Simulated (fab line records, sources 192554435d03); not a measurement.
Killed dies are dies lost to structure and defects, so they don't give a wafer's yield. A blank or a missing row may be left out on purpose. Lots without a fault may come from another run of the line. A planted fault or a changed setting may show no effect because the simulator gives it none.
fab line records | flow n5_finfet | part 1 of 2: steps 1 to 18 of 26
record lots=5 wafers=15 last_day=15
route steps=1938 shown BEOL_M3@973
lots that met no fault: from a run of the same line without faults
start_h: hours from the record's first day to the start of the lot's first wafer shown | wait_h: hours since the lot's step before | " the same as in the row above | L1.1+2: a row that stands for several wafers | - no value, or no start given | * or withheld: withheld | < > ~ a bound
route shown NAME@n: a module of which the file shows steps, and the number in the route of the first | usual: mean/standard deviation of fault-free wafers | same: alike in all rows | chamber/n: place in a boat | sites: the reading at each site | _std_site: their standard deviation | _edge_site: outer sites' mean less inner sites' | radius_mm: how far each site lies from the wafer's centre | mask NAME#n: copy n | behind: the tool/chamber that last shaped the wafer | hold: why the lot was held/for how many hours/how that ended | device: the transistor (n, p or np) that didn't switch | end of line: the same wafers' tests at the end of the route | a step without rows: its recipe alone | killed: dies lost to structure and defects at the first sort, not the wafer's yield | map: a wafer's dies, x killed, . not, _ none there
set.NAME: the setting as run; set.NAME@STEP: as run at that earlier step | model.NAME: the simulator's own value behind a step, which no gauge read
lots at some steps of the route; a table a step, a row a wafer
services: from which hour (start_h, from the record's first day; less than 0 if before it) a tool's chamber was out of use, for how many hours, and why
## steps
# step N5_BEOL_M3_ETCHBACK_99
# recipe chemistry=CHF3 target=SiO2 target_depth_a=50 time_s=10.4 source_w=215 bias_w=47 Ar_flow_sccm=200 CHF3_flow_sccm=12 ion_energy_ev=100 pressure_mtorr=30
# usual drypump_motor_current_A=5.8/0.53 mfc_ar_sccm=200.0/0.62 oes_product_au=0.79/0.081 rf_vpp_V=243/3.8 showerhead_plenum_p_Torr=2.17/0.08 throttle_valve_pct=17.18/0.18
# same time_s=10.4
# columns lot.wafer tool chamber start_h wait_h drypump_motor_current_A mfc_ar_sccm oes_product_au rf_hours_counter_h rf_vpp_V showerhead_plenum_p_Torr throttle_valve_pct
L079.2 rie_diel-05 1 179.38 5.9 5.4 199.5 0.77 138 240 2.05 16.99
L079.5 " 2 " " 5.0 200.8 0.89 - 241 2.11 17.16
L079.6 " 1 " " 5.4 200.2 0.77 - 238 2.05 16.99
L080.1 rie_diel-05 0 184.00 7.1 6.8 200.1 0.83 100 247 2.27 16.96
L080.3 " 1 " " 5.3 199.9 0.77 141 239 2.05 16.98
L080.4 " 2 " " 5.0 199.0 0.87 - 242 2.11 17.17
L081.2 rie_diel-05 2 194.29 3.2 5.0 200.6 0.87 48 241 2.11 17.16
L081.5 " 0 " " 6.8 199.5 0.83 - 248 2.27 16.96
L081.6 " 3 " " 5.1 199.8 0.98 - 248 2.29 16.87
L082.1 rie_diel-06 3 211.02 5.8 5.9 199.5 0.82 92 242 2.10 17.19
L082.3 " 1 " " 6.3 199.1 0.75 164 247 2.23 17.45
L082.6 " 1 " " 6.3 200.0 0.76 - 249 2.23 17.46
L086.2 rie_diel-03 0 231.84 1.1 5.9 200.0 0.80 106 243 2.18 17.18
L086.4 " 3 " " 5.6 199.5 0.71 193 235 2.14 17.21
L086.6 " 2 " " 6.1 199.6 0.70 - 240 2.21 17.35
# step N5_BEOL_M3_ETCH_70
# recipe chemistry=N2/H2 target=SOC target_depth_a=800 overetch_a=160 mask_material=SiARC temp_c=40 time_s=120 ion_energy_ev=200 pressure_mtorr=30 source_w=840 bias_w=150 n2_flow_sccm=200 h2_flow_sccm=200
# usual drypump_motor_current_A=5.8/0.53 n2_flow_sccm=200.1/0.62 oes_product_au=0.61/0.057 rf_vpp_V=524.2/2.6 showerhead_plenum_p_Torr=2.56/0.096 throttle_valve_pct=17.92/0.23
# same time_s=120
# columns lot.wafer tool chamber start_h wait_h drypump_motor_current_A n2_flow_sccm oes_product_au rf_hours_counter_h rf_vpp_V showerhead_plenum_p_Torr throttle_valve_pct
L079.2 rie_diel-05 1 179.42 0.0 5.4 199.6 0.59 138 521.1 2.43 17.70
L079.5 " 2 " " 5.1 198.6 0.67 - 522.8 2.50 18.08
L079.6 " 1 " " 5.4 199.7 0.59 - 522.7 2.43 17.68
L080.1 rie_diel-05 0 184.04 0.0 6.8 199.2 0.63 100 527.3 2.67 17.60
L080.3 " 1 " " 5.4 201.0 0.58 141 520.8 2.43 17.69
L080.4 " 2 " " 5.1 201.4 0.66 - 523.1 2.50 18.08
L081.2 rie_diel-05 2 194.32 0.0 5.1 201.0 0.66 48 523.3 2.49 18.09
L081.5 " 0 " " 6.8 199.5 0.62 - 526.5 2.66 17.63
L081.6 " 3 " " 5.1 199.8 0.74 - 527.4 2.72 17.72
L082.1 rie_diel-06 3 211.06 0.0 5.9 200.0 0.64 92 521.5 2.47 17.88
L082.3 " 1 " " 6.3 199.5 0.58 164 526.9 2.66 18.42
L082.6 " 1 " " 6.4 200.6 0.58 - 526.6 2.66 18.43
L086.2 rie_diel-03 0 231.87 0.0 5.9 201.2 0.61 106 525.6 2.57 17.93
L086.4 " 3 " " 5.6 200.6 0.55 193 523.7 2.52 17.85
L086.6 " 2 " " 6.1 199.1 0.54 - 527.7 2.62 18.08
# step N5_BEOL_M3_STRIP_71
# recipe chemistry=N2/H2 temp_c=40 n2_flow_sccm=200 h2_flow_sccm=200 rf_frequency_hz=6e+07
# columns lot.wafer tool chamber start_h wait_h
L079.2+5+6 rie_diel-05 1,2,1 179.50 0.0
L080.1+3+4 rie_diel-05 0,1,2 184.12 0.0
L081.2+5+6 rie_diel-05 2,0,3 194.41 0.0
L082.1+3+6 rie_diel-06 3,1,1 211.14 0.0
L086.2+4+6 rie_diel-03 0,3,2 231.95 0.0
# step N5_BEOL_M3_STRIP_78
# recipe chemistry=N2/H2 temp_c=40 n2_flow_sccm=200 h2_flow_sccm=200 rf_frequency_hz=6e+07
# columns lot.wafer tool chamber start_h wait_h
L079.2+5+6 rie_diel-05 1,2,1 179.51 0.0
L080.1+3+4 rie_diel-05 0,1,2 184.13 0.0
L081.2+5+6 rie_diel-05 2,0,3 194.42 0.0
L082.1+3+6 rie_diel-06 3,1,1 211.15 0.0
L086.2+4+6 rie_diel-03 0,3,2 231.96 0.0
# step N5_BEOL_M3_VIA_ETCH_34
# recipe chemistry=C4F6/O2 target_depth_a=694 mask_material=SOC pressure_mtorr=15 ion_energy_ev=250 taper_deg=4 time_s=65.9 source_w=350 bias_w=170 Ar_flow_sccm=300 C4F6_flow_sccm=10 O2_flow_sccm=10
# usual drypump_motor_current_A=5.8/0.53 mfc_ar_sccm=300.1/0.98 oes_product_au=0.79/0.081 rf_vpp_V=671/10 showerhead_plenum_p_Torr=2.86/0.1 throttle_valve_pct=30.92/0.24
# same time_s=65.9
# columns lot.wafer tool chamber start_h wait_h drypump_motor_current_A mfc_ar_sccm oes_product_au rf_hours_counter_h rf_vpp_V showerhead_plenum_p_Torr throttle_valve_pct
L079.2 rie_diel-05 1 179.52 0.0 5.4 299.8 0.77 138 661 2.71 30.48
L079.5 " 2 " " 5.1 298.6 0.89 - 669 2.79 31.08
L079.6 " 1 " " 5.4 300.7 0.76 - 660 2.71 30.47
L080.1 rie_diel-05 0 184.14 0.0 6.8 299.9 0.82 100 683 3.00 30.70
L080.3 " 1 " " 5.4 299.8 0.76 141 661 2.71 30.49
L080.4 " 2 " " 5.1 300.1 0.87 - 669 2.79 31.09
L081.2 rie_diel-05 2 194.43 0.0 5.1 300.1 0.87 48 670 2.78 31.11
L081.5 " 0 " " 6.8 299.9 0.82 - 683 2.99 30.70
L081.6 " 3 " " 5.1 298.7 0.99 - 687 3.02 30.58
L082.1 rie_diel-06 3 211.16 0.0 5.9 300.4 0.81 92 668 2.77 30.91
L082.3 " 1 " " 6.3 299.9 0.75 164 682 2.94 31.34
L082.6 " 1 " " 6.4 300.1 0.76 - 682 2.94 31.34
L086.2 rie_diel-03 0 231.97 0.0 5.9 299.2 0.80 106 675 2.88 31.12
L086.4 " 3 " " 5.7 300.0 0.71 193 652 2.83 30.91
L086.6 " 2 " " 6.1 300.7 0.70 - 667 2.91 30.93
# step N5_BEOL_M3_STRIP_83
# recipe chemistry=C4F6/O2 resist=SiARC rf_frequency_hz=6e+07
# columns lot.wafer tool chamber start_h wait_h
L079.2+5+6 rie_diel-05 1,2,1 179.57 0.0
L080.1+3+4 rie_diel-05 0,1,2 184.19 0.0
L081.2+5+6 rie_diel-05 2,0,3 194.48 0.0
L082.1+3+6 rie_diel-06 3,1,1 211.21 0.0
L086.2+4+6 rie_diel-03 0,3,2 232.02 0.0
# step N5_BEOL_M3_STRIP_36
# recipe chemistry=N2/H2 power_w=450 temp_c=40 pressure_mtorr=20 rf_frequency_hz=6e+07 overash_fraction=0.3 bias_power_w=7 h2_frac=0.5 n2_flow_sccm=200 h2_flow_sccm=200
# usual drypump_motor_current_A=5.8/0.53 n2_flow_sccm=200.1/0.54 oes_product_au=0.79/0.081 power_w=450.0/1.4 rf_vpp_V=59.1/1.3 showerhead_plenum_p_Torr=2.55/0.096 throttle_valve_pct=23.8/0.32
# same overash_fraction=0.3
# columns lot.wafer tool chamber start_h wait_h drypump_motor_current_A n2_flow_sccm oes_product_au power_w rf_hours_counter_h rf_vpp_V showerhead_plenum_p_Torr throttle_valve_pct
L079.2 rie_diel-05 1 179.58 0.0 5.4 199.6 0.77 447.9 138 57.8 2.43 23.4
L079.5 " 2 " " 5.0 200.1 0.86 449.5 - 59.1 2.49 24.1
L079.6 " 1 " " 5.3 200.2 0.76 449.3 - 61.1 2.43 23.4
L080.1 rie_diel-05 0 184.20 0.0 6.8 200.2 0.85 452.0 100 58.6 2.66 23.4
L080.3 " 1 " " 5.4 200.1 0.77 450.4 141 57.4 2.43 23.4
L080.4 " 2 " " 5.0 201.1 0.86 447.4 - 58.2 2.49 24.1
L081.2 rie_diel-05 2 194.49 0.0 5.1 200.9 0.86 448.8 48 56.6 2.49 24.2
L081.5 " 0 " " 6.8 200.0 0.83 449.1 - 57.6 2.66 23.4
L081.6 " 3 " " 5.1 199.4 0.99 450.8 - 59.4 2.72 23.6
L082.1 rie_diel-06 3 211.22 0.0 5.9 199.9 0.83 449.5 92 62.1 2.47 23.7
L082.3 " 1 " " 6.4 199.8 0.74 447.5 165 59.5 2.66 24.6
L082.6 " 1 " " 6.4 199.2 0.76 449.2 - 60.9 2.66 24.6
L086.2 rie_diel-03 0 232.03 0.0 5.9 201.2 0.80 453.9 106 57.6 2.57 23.9
L086.4 " 3 " " 5.7 200.8 0.72 449.6 193 57.0 2.52 23.6
L086.6 " 2 " " 6.1 199.7 0.70 449.8 - 59.7 2.61 23.8
# step N5_BEOL_M3_TRENCH_ETCH_37
# recipe chemistry=C4F6/O2 target_depth_a=555.55 target=SiOC time_s=29.2 ion_energy_ev=250 pressure_mtorr=30 source_w=355 bias_w=185 Ar_flow_sccm=300 C4F6_flow_sccm=10 O2_flow_sccm=10
# usual drypump_motor_current_A=5.8/0.53 mfc_ar_sccm=300.0/0.88 oes_product_au=0.79/0.083 rf_vpp_V=671/10 showerhead_plenum_p_Torr=2.86/0.1 throttle_valve_pct=20.98/0.18
# same time_s=29.2
# columns lot.wafer tool chamber start_h wait_h drypump_motor_current_A mfc_ar_sccm oes_product_au rf_hours_counter_h rf_vpp_V showerhead_plenum_p_Torr throttle_valve_pct
L079.2 rie_diel-05 1 - - 5.4 299.8 0.77 138 661 2.72 20.71
L079.5 " 2 " " 5.1 300.0 0.89 - 669 2.79 21.04
L079.6 " 1 " " 5.4 299.5 0.76 - 661 2.72 20.69
L080.1 rie_diel-05 0 - - 6.8 300.3 0.82 100 685 3.00 20.77
L080.3 " 1 " " 5.4 299.0 0.77 141 663 2.71 20.72
L080.4 " 2 " " 5.0 299.3 0.88 - 668 2.79 21.05
L081.2 rie_diel-05 2 - - 5.1 300.0 0.87 48 667 2.79 21.02
L081.5 " 0 " " 6.8 300.9 0.82 - 685 3.00 20.77
L081.6 " 3 " " 5.1 301.0 0.99 - 688 3.02 20.71
L082.1 rie_diel-06 3 - - 5.9 299.2 0.83 92 668 2.78 21.00
L082.3 " 1 " " 6.4 300.3 0.76 165 683 2.95 21.25
L082.6 " 1 " " 6.3 299.9 0.76 - 683 2.95 21.25
L086.2 rie_diel-03 0 - - 5.9 299.5 0.79 106 674 2.89 21.04
L086.4 " 3 " " 5.6 300.5 0.71 194 653 2.83 21.00
L086.6 " 2 " " 6.1 300.4 0.69 - 667 2.92 21.10
# step N5_BEOL_M3_ETCH_41
# recipe chemistry=CH3F/O2 target=SiCN target_depth_a=299 taper_deg=2 time_s=52.5 ion_energy_ev=120 mask_material=TiN pressure_mtorr=30 source_w=395 bias_w=75 Ar_flow_sccm=150 CH3F_flow_sccm=30 O2_flow_sccm=20
# usual drypump_motor_current_A=5.8/0.53 mfc_ar_sccm=150.1/0.55 oes_product_au=0.79/0.082 rf_vpp_V=297.7/1.6 showerhead_plenum_p_Torr=2.01/0.075 throttle_valve_pct=16.43/0.19
# same time_s=52.5
# columns lot.wafer tool chamber start_h wait_h drypump_motor_current_A mfc_ar_sccm oes_product_au rf_hours_counter_h rf_vpp_V showerhead_plenum_p_Torr throttle_valve_pct
L079.2 rie_diel-05 1 - - 5.4 149.7 0.76 138 298.3 1.91 16.22
L079.5 " 2 " " 5.1 149.7 0.89 - 296.2 1.96 16.40
L079.6 " 1 " " 5.4 149.8 0.77 - 296.2 1.91 16.24
L080.1 rie_diel-05 0 - - 6.8 150.4 0.83 100 300.5 2.11 16.19
L080.3 " 1 " " 5.4 150.2 0.76 141 294.4 1.90 16.24
L080.4 " 2 " " 5.0 150.3 0.88 - 297.4 1.96 16.40
L081.2 rie_diel-05 2 - - 5.1 150.1 0.88 48 296.9 1.96 16.41
L081.5 " 0 " " 6.8 150.1 0.82 - 299.7 2.11 16.20
L081.6 " 3 " " 5.1 149.9 0.98 - 299.8 2.13 16.11
L082.1 rie_diel-06 3 - - 5.9 149.6 0.82 92 296.2 1.95 16.43
L082.3 " 1 " " 6.4 149.9 0.76 165 299.2 2.08 16.70
L082.6 " 1 " " 6.4 149.3 0.76 - 299.3 2.08 16.70
L086.2 rie_diel-03 0 - - 5.9 151.3 0.80 106 298.4 2.03 16.45
L086.4 " 3 " " 5.6 151.2 0.70 194 298.2 1.99 16.49
L086.6 " 2 " " 6.1 148.9 0.70 - 298.6 2.06 16.63
# step N5_BEOL_M3_STRIP_97
# recipe chemistry=N2/H2 time_s=10 power_w=450 temp_c=40 pressure_mtorr=20 rf_frequency_hz=6e+07 bias_power_w=7 n2_flow_sccm=200 h2_flow_sccm=200
# usual drypump_motor_current_A=5.8/0.53 n2_flow_sccm=199.9/0.61 oes_product_au=0.80/0.08 rf_vpp_V=59.2/0.83 showerhead_plenum_p_Torr=2.55/0.096 throttle_valve_pct=23.8/0.32
# same time_s=10
# columns lot.wafer tool chamber start_h wait_h drypump_motor_current_A n2_flow_sccm oes_product_au rf_hours_counter_h rf_vpp_V showerhead_plenum_p_Torr throttle_valve_pct
L079.2 rie_diel-05 1 - - 5.4 199.1 0.76 138 58.3 2.43 23.4
L079.5 " 2 " " 5.1 200.8 0.88 - 58.1 2.49 24.1
L079.6 " 1 " " 5.4 200.1 0.77 - 59.6 2.43 23.4
L080.1 rie_diel-05 0 - - 6.8 199.2 0.83 100 59.1 2.66 23.4
L080.3 " 1 " " 5.4 200.2 0.77 141 58.2 2.43 23.4
L080.4 " 2 " " 5.1 199.5 0.86 - 59.8 2.49 24.1
L081.2 rie_diel-05 2 - - 5.0 200.7 0.86 48 58.7 2.49 24.2
L081.5 " 0 " " 6.8 200.7 0.84 - 59.8 2.66 23.4
L081.6 " 3 " " 5.1 199.8 1.00 - 60.3 2.72 23.6
L082.1 rie_diel-06 3 - - 5.9 200.0 0.83 92 58.3 2.47 23.6
L082.3 " 1 " " 6.4 200.2 0.75 165 60.0 2.66 24.5
L082.6 " 1 " " 6.3 199.9 0.75 - 58.1 2.66 24.5
L086.2 rie_diel-03 0 - - 5.9 198.9 0.81 106 59.9 2.57 23.9
L086.4 " 3 " " 5.6 200.0 0.72 194 59.0 2.52 23.6
L086.6 " 2 " " 6.1 200.2 0.70 - 60.0 2.61 23.9
# step N5_BEOL_M3_OCD_MEAS_38
# usual trench_depth_nm=55.3/1.3
# columns lot.wafer tool chamber start_h wait_h trench_depth_nm
L079.2 ocd-01 - 179.77 - 54.8
L079.5 " - " " 56.9
L079.6 " - " " 55.4
L080.1 ocd-01 - 184.39 - 55.9
L080.3 " - " " 55.5
L080.4 " - " " 57.3
L081.2 ocd-01 - 194.68 - 56.8
L081.5 " - " " 56.0
L081.6 " - " " 56.6
L082.1 ocd-02 - 211.41 - 55.1
L082.3 " - " " 55.9
L082.6 " - " " 55.8
L086.2 ocd-02 - 232.23 - 55.6
L086.4 " - " " 54.6
L086.6 " - " " 54.1
# step N5_BEOL_M3_HM_STRIP_39
# recipe chemistry=peroxide_tin_strip material=TiN target_depth_a=250 temp_c=50 time_s=158
# same time_s=158
# columns lot.wafer tool chamber start_h wait_h
L079.2+5+6 wet_bench-02 7,3,1 179.80 0.0
L080.1+3+4 wet_bench-02 7,3,6 184.42 0.0
L081.2+5+6 wet_bench-01 5,1,7 194.71 0.0
L082.1+3+6 wet_bench-01 1,0,2 211.45 0.0
L086.2+4+6 wet_bench-02 3,5,4 232.26 0.0
# step N5_BEOL_M3_SRD_40
# recipe time_s=30 temp_c=23 rinse_liquid=diw dry=ipa_marangoni
# same time_s=30
# columns lot.wafer tool chamber start_h wait_h
L079.2+5+6 wet_bench-02 7,3,1 179.85 0.0
L080.1+3+4 wet_bench-02 7,3,6 184.47 0.0
L081.2+5+6 wet_bench-01 5,1,7 194.76 0.0
L082.1+3+6 wet_bench-01 1,0,2 211.49 0.0
L086.2+4+6 wet_bench-02 3,5,4 232.31 0.0
# step N5_BEOL_M3_PRECLEAN_42
# recipe chemistry=residue_remover time_s=60 temp_c=40
# same time_s=60
# columns lot.wafer tool chamber start_h wait_h
L079.2+5+6 wet_bench-02 7,3,1 179.87 0.0
L080.1+3+4 wet_bench-02 7,3,6 184.49 0.0
L081.2+5+6 wet_bench-01 5,1,7 194.78 0.0
L082.1+3+6 wet_bench-01 1,0,2 211.51 0.0
L086.2+4+6 wet_bench-02 3,5,4 232.32 0.0
# step N5_BEOL_M3_SRD_43
# recipe time_s=30 temp_c=23 rinse_liquid=diw dry=ipa_marangoni
# same time_s=30
# columns lot.wafer tool chamber start_h wait_h
L079.2+5+6 wet_bench-02 7,3,1 179.88 0.0
L080.1+3+4 wet_bench-02 7,3,6 184.50 0.0
L081.2+5+6 wet_bench-01 5,1,7 194.80 0.0
L082.1+3+6 wet_bench-01 1,0,2 211.53 0.0
L086.2+4+6 wet_bench-02 3,5,4 232.34 0.0
# step N5_BEOL_M3_CD_MEAS_35
# recipe target_cd_nm=18 target_cd_y_nm=21 polarity=opening
# usual cd_nm=18.0/0.37
# columns lot.wafer tool chamber start_h wait_h cd_nm
L079.2 cd_sem-02 - 179.92 0.0 18.6
L079.5 " - " " 18.5
L079.6 " - " " 18.8
L080.1 cd_sem-01 - 184.54 0.0 18.0
L080.3 " - " " 17.8
L080.4 " - " " 18.3
L081.2 cd_sem-01 - 194.84 0.0 18.0
L081.5 " - " " 18.4
L081.6 " - " " 18.5
L082.1 cd_sem-01 - 211.57 0.0 18.3
L082.3 " - " " 17.6
L082.6 " - " " 17.8
L086.2 cd_sem-03 - 232.38 0.0 17.8
L086.4 " - " " 17.8
L086.6 " - " " 17.6
# step N5_BEOL_M3_DEGAS_44
# recipe ambient=vacuum temp_c=250 time_s=60
# usual heater_power_w=321/38 susceptor_temp_C=249.99/0.17
# same time_s=60
# columns lot.wafer tool chamber start_h wait_h heater_power_w susceptor_temp_C
L079.2 pvd_sputter-01 - 180.14 0.2 308 250.09
L079.5 " - " " 398 249.91
L079.6 " - " " 283 249.92
L080.1 pvd_sputter-02 - 184.90 0.4 416 249.94
L080.3 " - " " 312 250.13
L080.4 " - " " 304 250.07
L081.2 pvd_sputter-03 - 195.06 0.2 333 250.09
L081.5 " - " " 304 249.90
L081.6 " - " " 273 249.78
L082.1 pvd_sputter-03 - 211.95 0.4 328 249.90
L082.3 " - " " 329 249.64
L082.6 " - " " 334 250.14
L086.2 pvd_sputter-01 - 232.90 0.5 379 250.02
L086.4 " - " " 287 250.00
L086.6 " - " " 385 249.88
# step N5_BEOL_M3_PRE_CLEAN_45
# recipe gas=H2/He time_s=30 temp_c=250
# usual heater_power_w=321/36 susceptor_temp_C=250.02/0.17
# same time_s=30
# columns lot.wafer tool chamber start_h wait_h heater_power_w susceptor_temp_C
L079.2 pvd_sputter-01 - 180.18 0.0 313 249.83
L079.5 " - " " 372 249.96
L079.6 " - " " 301 250.06
L080.1 pvd_sputter-02 - 184.94 0.0 410 250.24
L080.3 " - " " 305 250.23
L080.4 " - " " 303 250.05
L081.2 pvd_sputter-03 - 195.10 0.0 337 250.06
L081.5 " - " " 308 250.20
L081.6 " - " " 279 250.07
L082.1 pvd_sputter-03 - 211.99 0.0 332 250.17
L082.3 " - " " 332 249.86
L082.6 " - " " 337 249.86
L086.2 pvd_sputter-01 - 232.94 0.0 376 250.23
L086.4 " - " " 289 249.86
L086.6 " - " " 377 250.06
